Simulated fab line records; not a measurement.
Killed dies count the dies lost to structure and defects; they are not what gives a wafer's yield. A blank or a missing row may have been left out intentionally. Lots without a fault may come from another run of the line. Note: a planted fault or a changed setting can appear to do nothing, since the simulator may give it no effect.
Which tool was responsible? + flow nand_harc + 14 lots with 42 wafers sampled at 5 steps, on a route of 1302 steps

WHAT THE GAUGES SHOWED, per wafer
NHARC_A_ONON_D2_THK_MEAS_02: measures by ellipsometry. Usual: thk_nm reads 1005 nm (standard deviation 12).
| lot  | measured     | on            | thk_nm (nm)                   | flag |
|------|--------------|---------------|-------------------------------|------|
| L509 | day 12 06:41 | film_metro-01 | 1007 1007 1006                |      |
| L510 | day 13 11:25 | film_metro-02 | 1033 1033 1034                |      |
| L511 | day 13 11:26 | film_metro-01 | 1027 1028 1027                |      |
| L513 | day 14 07:46 | film_metro-02 | 994 993 993                   |      |
| L515 | day 15 19:21 | film_metro-02 | 1004 1005 1006                |      |
| L516 | day 15 19:25 | film_metro-01 | 996 996 995                   |      |
| L517 | day 16 13:13 | film_metro-02 | 995 997 995                   |      |
| L518 | day 16 20:29 | film_metro-01 | 1006 1005 1003                |      |
| L519 | day 17 08:31 | film_metro-01 | 990 992 989                   |      |
| L521 | day 17 08:22 | film_metro-02 | 1000 1000 998                 |      |
| L520 | day 17 08:22 | film_metro-01 | 997 1000 997                  |      |
| L527 | day 20 11:52 | film_metro-01 | 1009 1011 1009                |      |
| L528 | day 20 19:46 | film_metro-02 | 1511 1511 1510 1512 1512 1510 | OFF  |
| L529 | day 21 01:19 | film_metro-02 | 1524 1523 1523 1522 1525 1523 | OFF  |

EACH LOT AND THE TOOL THAT RAN IT (in order: tool; ch and the chambers of the sampled wafers; start)
| lot  | NHARC_A_CHANNEL_HOLE_D1_ETCH_39               | NHARC_A_CHANNEL_HOLE_D1_ETCH_21  | NHARC_A_DECK1_JOINT_CMP_13    | NHARC_A_ONON_D2_DEP_00           |
|------|-----------------------------------------------|----------------------------------|-------------------------------|----------------------------------|
| L509 | rie_diel-05 ch 0,2,3, day 8 18:37 or earlier  | har_etch-01 ch 0,1, day 8 18:37  | cmp-03 ch 0,1,2, day 11 07:44 | pecvd_onon-02 ch 0, day 12 06:17 |
| L510 | rie_diel-06 ch 0,2,3, day 9 18:25 or earlier  | har_etch-02 ch 0,1, day 9 18:25  | cmp-01 ch 0,2,3, day 12 10:25 | pecvd_onon-02 ch 0, day 13 10:55 |
| L511 | rie_diel-05 ch 1,3, day 9 18:55 or earlier    | har_etch-01 ch 0, day 9 18:55    | cmp-03 ch 1,2,3, day 12 10:26 | pecvd_onon-03 ch 0, day 13 10:55 |
| L513 | rie_diel-06 ch 1,3, day 10 15:14 or earlier   | har_etch-02 ch 0,1, day 10 15:14 | cmp-03 ch 1,2,3, day 13 07:37 | pecvd_onon-02 ch 0, day 14 07:15 |
| L515 | rie_diel-06 ch 1,2,3, day 11 22:18 or earlier | har_etch-01 ch 0, day 11 22:18   | cmp-03 ch 1,2, day 14 14:55   | pecvd_onon-02 ch 0, day 15 18:54 |
| L516 | rie_diel-06 ch 0,1,3, day 12 01:26 or earlier | har_etch-02 ch 0,1, day 12 01:26 | cmp-02 ch 0,2,3, day 14 14:57 | pecvd_onon-03 ch 0, day 15 18:54 |
| L517 | rie_diel-06 ch 0,2,3, day 12 11:22 or earlier | har_etch-02 ch 0,1, day 12 11:22 | cmp-03 ch 2,3, day 15 12:33   | pecvd_onon-04 ch 0, day 16 12:50 |
| L518 | rie_diel-06 ch 0,1,2, day 12 23:15 or earlier | har_etch-01 ch 0,1, day 12 23:15 | cmp-03 ch 0,2,3, day 15 16:43 | pecvd_onon-02 ch 0, day 16 20:08 |
| L519 | rie_diel-06 ch 0,2, day 13 07:18 or earlier   | har_etch-02 ch 1, day 13 07:18   | cmp-02 ch 0,3, day 16 04:45   | pecvd_onon-04 ch 0, day 17 08:00 |
| L521 | rie_diel-02 ch 0,1, day 13 13:31 or earlier   | har_etch-02 ch 0,1, day 13 13:31 | cmp-03 ch 1,3, day 16 04:46   | pecvd_onon-03 ch 0, day 17 07:52 |
| L520 | rie_diel-06 ch 2,3, day 13 14:03 or earlier   | har_etch-01 ch 0,1, day 13 14:03 | cmp-01 ch 1,2,3, day 16 04:48 | pecvd_onon-02 ch 0, day 17 07:58 |
| L527 | rie_diel-06 ch 0,1,2, day 16 18:49 or earlier | har_etch-02 ch 0,1, day 16 18:49 | cmp-01 ch 0,2,3, day 19 12:07 | pecvd_onon-02 ch 0, day 20 11:22 |
| L528 | rie_diel-02 ch 0,3, day 17 02:27 or earlier   | har_etch-01 ch 1, day 17 02:27   | cmp-01 ch 0,1,2, day 19 19:02 | pecvd_onon-04 ch 0, day 20 19:19 |
| L529 | rie_diel-02 ch 0,1,2, day 17 10:47 or earlier | har_etch-01 ch 0,1, day 17 10:47 | cmp-02 ch 0,1,3, day 20 02:40 | pecvd_onon-04 ch 0, day 21 00:52 |
- NHARC_A_CHANNEL_HOLE_D1_ETCH_39: etches the open film in N2/H2, target depth 260 nm, time 325 s.
- NHARC_A_CHANNEL_HOLE_D1_ETCH_21: etches the open film in C4F8/O2/Ar, time 514.3 s, target depth 1600 nm.
- NHARC_A_DECK1_JOINT_CMP_13: polishes, target thk 51.023 nm.
- NHARC_A_ONON_D2_DEP_00: target thk 1000 nm.

AS READ BY THE TOOLS THEMSELVES (means over the sampled wafers that have a number; for cases with no such wafer, the mark the record gives instead)
NHARC_A_CHANNEL_HOLE_D1_ETCH_39. Usual: drypump_motor_current_A 5.5 A, standard deviation 0.46; oes_product_au 1.000 a.u., standard deviation 0.0067; rf_vpp_V 429.4 V, standard deviation 1.5; showerhead_plenum_p_Torr 2.00 Torr, standard deviation 0.044; throttle_valve_pct 14.171 %, standard deviation 0.009.
| lot  | tool        | drypump_motor_current_A (A) | oes_product_au (a.u.) | rf_vpp_V (V) | showerhead_plenum_p_Torr (Torr) | throttle_valve_pct (%) | flag |
|------|-------------|-----------------------------|-----------------------|--------------|---------------------------------|------------------------|------|
| L509 | rie_diel-05 | 5.8                         | 0.996                 | 430.5        | 2.02                            | 14.170                 |      |
| L510 | rie_diel-06 | 5.5                         | 0.996                 | 430.3        | 2.02                            | 14.171                 |      |
| L511 | rie_diel-05 | 4.9                         | 1.001                 | 429.5        | 2.02                            | 14.180                 |      |
| L513 | rie_diel-06 | 5.9                         | 0.998                 | 429.3        | 1.99                            | 14.170                 |      |
| L515 | rie_diel-06 | 5.7                         | 0.995                 | 429.4        | 2.00                            | 14.170                 |      |
| L516 | rie_diel-06 | 5.5                         | 1.001                 | 427.9        | 2.00                            | 14.166                 |      |
| L517 | rie_diel-06 | 5.5                         | 1.002                 | 429.2        | 2.01                            | 14.164                 |      |
| L518 | rie_diel-06 | 5.3                         | 1.004                 | 429.7        | 2.01                            | 14.165                 |      |
| L519 | rie_diel-06 | 5.3                         | 1.004                 | 429.9        | 2.02                            | 14.172                 |      |
| L521 | rie_diel-02 | 5.5                         | 0.997                 | 427.0        | 1.93                            | 14.171                 |      |
| L520 | rie_diel-06 | 5.9                         | 1.000                 | 429.3        | 2.01                            | 14.180                 |      |
| L527 | rie_diel-06 | 5.3                         | 1.002                 | 429.6        | 2.01                            | 14.158                 |      |
| L528 | rie_diel-02 | 5.3                         | 1.007                 | 427.8        | 1.95                            | 14.174                 |      |
| L529 | rie_diel-02 | 5.5                         | 1.004                 | 428.6        | 1.97                            | 14.173                 |      |

NHARC_A_CHANNEL_HOLE_D1_ETCH_21. Usual: c4f8_flow_sccm 89.4 sccm, standard deviation 0.3; drypump_motor_current_A 5.8 A, standard deviation 0.52; showerhead_plenum_p_Torr 3.63 Torr, standard deviation 0.08; throttle_valve_pct 32.155 %, standard deviation 0.0089.
| lot  | tool        | c4f8_flow_sccm (sccm) | drypump_motor_current_A (A) | showerhead_plenum_p_Torr (Torr) | throttle_valve_pct (%) | flag |
|------|-------------|-----------------------|-----------------------------|---------------------------------|------------------------|------|
| L509 | har_etch-01 | 89.7                  | 6.1                         | 3.67                            | 32.146                 |      |
| L510 | har_etch-02 | 89.1                  | 5.3                         | 3.61                            | 32.160                 |      |
| L511 | har_etch-01 | 89.5                  | 6.5                         | 3.72                            | 32.147                 |      |
| L513 | har_etch-02 | 89.8                  | 5.3                         | 3.60                            | 32.148                 |      |
| L515 | har_etch-01 | 89.4                  | 6.5                         | 3.71                            | 32.161                 |      |
| L516 | har_etch-02 | 89.4                  | 5.6                         | 3.61                            | 32.163                 |      |
| L517 | har_etch-02 | 89.7                  | 5.6                         | 3.61                            | 32.153                 |      |
| L518 | har_etch-01 | 89.3                  | 6.1                         | 3.63                            | 32.153                 |      |
| L519 | har_etch-02 | 89.5                  | 5.0                         | 3.58                            | 32.162                 |      |
| L521 | har_etch-02 | 89.5                  | 5.3                         | 3.58                            | 32.154                 |      |
| L520 | har_etch-01 | 89.4                  | 6.1                         | 3.62                            | 32.154                 |      |
| L527 | har_etch-02 | 89.2                  | 5.6                         | 3.57                            | 32.152                 |      |
| L528 | har_etch-01 | 89.8                  | 5.9                         | 3.56                            | 32.145                 |      |
| L529 | har_etch-01 | 89.3                  | 6.1                         | 3.60                            | 32.154                 |      |

NHARC_A_DECK1_JOINT_CMP_13. Usual: motor_current_A 12.0 A, standard deviation 1.3; time_to_endpoint_s 8.7 s, standard deviation 1.9.
| lot  | tool   | motor_current_A (A) | time_to_endpoint_s (s) | flag |
|------|--------|---------------------|------------------------|------|
| L509 | cmp-03 | 11.6                | 8.5                    |      |
| L510 | cmp-01 | 12.5                | 7.9                    |      |
| L511 | cmp-03 | 11.6                | 8.1                    |      |
| L513 | cmp-03 | 11.5                | 9.2                    |      |
| L515 | cmp-03 | 11.7                | 10.3                   |      |
| L516 | cmp-02 | 12.0                | 7.8                    |      |
| L517 | cmp-03 | 11.8                | 11.6                   |      |
| L518 | cmp-03 | 11.9                | 10.2                   |      |
| L519 | cmp-02 | 11.2                | 8.5                    |      |
| L521 | cmp-03 | 10.6                | 9.7                    |      |
| L520 | cmp-01 | 13.8                | 11.0                   |      |
| L527 | cmp-01 | 12.6                | 8.1                    |      |
| L528 | cmp-01 | 12.6                | 7.2                    |      |
| L529 | cmp-02 | 11.6                | 9.4                    |      |

THE ANSWER, worked out from the rows above alone
Rule: take the mean of a lot's wafers that have a number; if it is more than 3 standard deviations from the usual mean, the lot is off. A lot without any number at a reading at which 4 lots or more have one is off too. Where the step has rows for the other lots, those lots are counted as sound. The gauges are gone through in route order, then the tools' own readings, and for those a lot's mean is taken as printed above. The first step at which some lot is off is used, and at that step the reading that is off furthest; a lot without a number counts as furthest.
Off at NHARC_A_ONON_D2_THK_MEAS_02 (thk_nm): L528, L529.
If a tool, at a process step before that reading, ran all the lots that are off and no sound lot after the first of them, it fits. Those tools and the gauges at NHARC_A_ONON_D2_THK_MEAS_02 are tried in the same way. NHARC_A_CHANNEL_HOLE_D1_ETCH_39 gives no start for some lots, so the hours and the order of its lots are those of NHARC_A_CHANNEL_HOLE_D1_ETCH_21. Can't be told from this: 4 tools fit, rie_diel-02 at NHARC_A_CHANNEL_HOLE_D1_ETCH_39, har_etch-01 at NHARC_A_CHANNEL_HOLE_D1_ETCH_21, pecvd_onon-04 at NHARC_A_ONON_D2_DEP_00, film_metro-02 at NHARC_A_ONON_D2_THK_MEAS_02.

WHAT HAD BEEN PUT IN BY THE SIMULATOR
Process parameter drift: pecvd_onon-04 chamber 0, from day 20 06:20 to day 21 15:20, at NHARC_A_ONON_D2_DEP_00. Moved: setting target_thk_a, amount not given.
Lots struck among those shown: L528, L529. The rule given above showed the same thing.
